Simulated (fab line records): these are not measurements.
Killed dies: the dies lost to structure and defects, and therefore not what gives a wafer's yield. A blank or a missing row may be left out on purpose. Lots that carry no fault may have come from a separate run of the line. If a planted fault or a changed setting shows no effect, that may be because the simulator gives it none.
Split-lot study | flow n5Finfet | route with 1938 steps; 7 lots, 21 wafers read

== SPLIT DETAILS ==
At N5_BEOL_M7_COAT_05 (resist thk 90 nm), the setting spinRpm was moved away from the recipe's 1500 rpm on 8 of the 21 wafers read, by -9.9% to +9.4%. This setting was run at the recipe's value on the other wafers.

== FROM THE SPLIT TO THE READING: what the file shows between them, 2 steps ==
- N5_BEOL_M7_EXPOSE_08: exposes mask M7 (also split here: doseMj)
- N5_BEOL_M7_PEB_09: peb time 60 s

== THE READING ==
CAR-ArF_of_BEOL_M7_COAT_05.thkNm (the simulator's own value, which no gauge read), in nm, at N5_BEOL_M7_DEVELOP_10 (develop time 30 s). The file gives no usual value for it. Average 88.5 nm, standard deviation 0.27 nm, over the 13 wafers here run with the recipe.

wafer  | tool, chamber at the split | spinRpm as run, rpm | against the recipe | CAR-ArF_of_BEOL_M7_COAT_05.thkNm, nm | against lot-mates on the recipe
L080.1 | lithoTrack-05, 0           | 1500                | recipe             | 88.2                                 | -
L080.5 | lithoTrack-05, 0           | 1500                | recipe             | 88.6                                 | -
L080.6 | lithoTrack-05, 0           | 1500                | recipe             | 88.6                                 | -
L078.3 | lithoTrack-05, 0           | 1500                | recipe             | 88.6                                 | -
L078.4 | lithoTrack-05, 0           | 1352                | -9.9%              | 93.2                                 | +4.7
L078.6 | lithoTrack-05, 0           | 1500                | recipe             | 88.4                                 | -
L085.1 | lithoTrack-05, 0           | 1500                | recipe             | 88.8                                 | -
L085.4 | lithoTrack-05, 0           | 1500                | recipe             | 88.6                                 | -
L085.5 | lithoTrack-05, 0           | 1500                | recipe             | 89                                   | -
L086.3 | lithoTrack-02, 0           | 1399                | -6.7%              | 91                                   | +3.0
L086.5 | lithoTrack-02, 0           | 1500                | recipe             | 88                                   | -
L086.6 | lithoTrack-02, 0           | 1399                | -6.7%              | 91.4                                 | +3.4
L091.2 | lithoTrack-05, 0           | 1413                | -5.8%              | 91                                   | +2.8
L091.3 | lithoTrack-05, 0           | 1500                | recipe             | 88.2                                 | -
L091.5 | lithoTrack-05, 0           | 1413                | -5.8%              | 90.8                                 | +2.6
L094.3 | lithoTrack-05, 0           | 1500                | recipe             | 88.6                                 | -
L094.5 | lithoTrack-05, 0           | 1500                | recipe             | 88.2                                 | -
L094.6 | lithoTrack-05, 0           | 1641                | +9.4%              | 84.4                                 | -4.0
L095.3 | lithoTrack-01, 0           | 1613                | +7.5%              | 85                                   | -3.4
L095.6 | lithoTrack-01, 0           | 1613                | +7.5%              | 85                                   | -3.4
L095.4 | lithoTrack-01, 0           | 1500                | recipe             | 88.4                                 | -

FIT RESULTS
A straight line over all 21 wafers: CAR-ArF_of_BEOL_M7_COAT_05.thkNm changes by -0.443 nm for each +1% of spinRpm; r = -0.99; the points scatter about the line by 0.27 nm.
The same after taking each lot's own level away (the mean of its wafers on the recipe; 21 wafers): -0.458 nm for each +1%; r = -1.00; scatter 0.16 nm.
That fit puts the effect of the largest move of spinRpm on the reading at 4.5 nm.
Across the lots, their own levels run from 88.00 to 88.80 nm, a range of 3.0 times the standard deviation given above.
Hence the lot-to-lot level has little effect on the slope; both slopes agree.
Check: +4.51 nm against its lot-mates is what the line predicts for one of the wafers moved furthest among these (-9.9%) when that wafer is left out of the fit. It came out at +4.7 nm against them.

== THESE WAFERS: OTHER SPLITS ==
These wafers also went through other splits before the reading. Each is held against what the fit with the lots' levels taken away leaves over:
other split on the same wafers  | wafers away from the commonest value | r with CAR-ArF_of_BEOL_M7_COAT_05.thkNm (lot level and that fit taken away)
N5_BEOL_M0_SAQP_ETCH_88 sourceW | 3                                    | +0.08
N5_BEOL_M1_PECVD_72 timeS       | 9                                    | -0.20
N5_BEOL_M3_EXPOSE_25 doseMj     | 7                                    | -0.10
N5_BEOL_M3_ETCH_70 timeS        | 4                                    | -0.05
N5_BEOL_M5_COAT_05 spinRpm      | 8                                    | -0.03
N5_BEOL_M7_EXPOSE_08 doseMj     | 6                                    | +0.00

== THE WHOLE CHAIN: every reading that the file lists as answering this split, in the file's order ==
step                  | what it does      | reading                                                                           | change (the file's fit)               | r (the file's)
N5_BEOL_M7_COAT_05    | resist thk 90 nm  | CAR-ArF_of_BEOL_M7_COAT_05.thkNm (the simulator's own value, which no gauge read) | -0.453 nm for each +1% of the setting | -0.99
N5_BEOL_M7_DEVELOP_10 | develop time 30 s | CAR-ArF_of_BEOL_M7_COAT_05.thkNm (the simulator's own value, which no gauge read) | -0.457 nm for each +1% of the setting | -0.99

== FILE'S OWN FIT ==
CAR-ArF_of_BEOL_M7_COAT_05.thkNm changes by -0.457 nm for each +1% of spinRpm, r = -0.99.
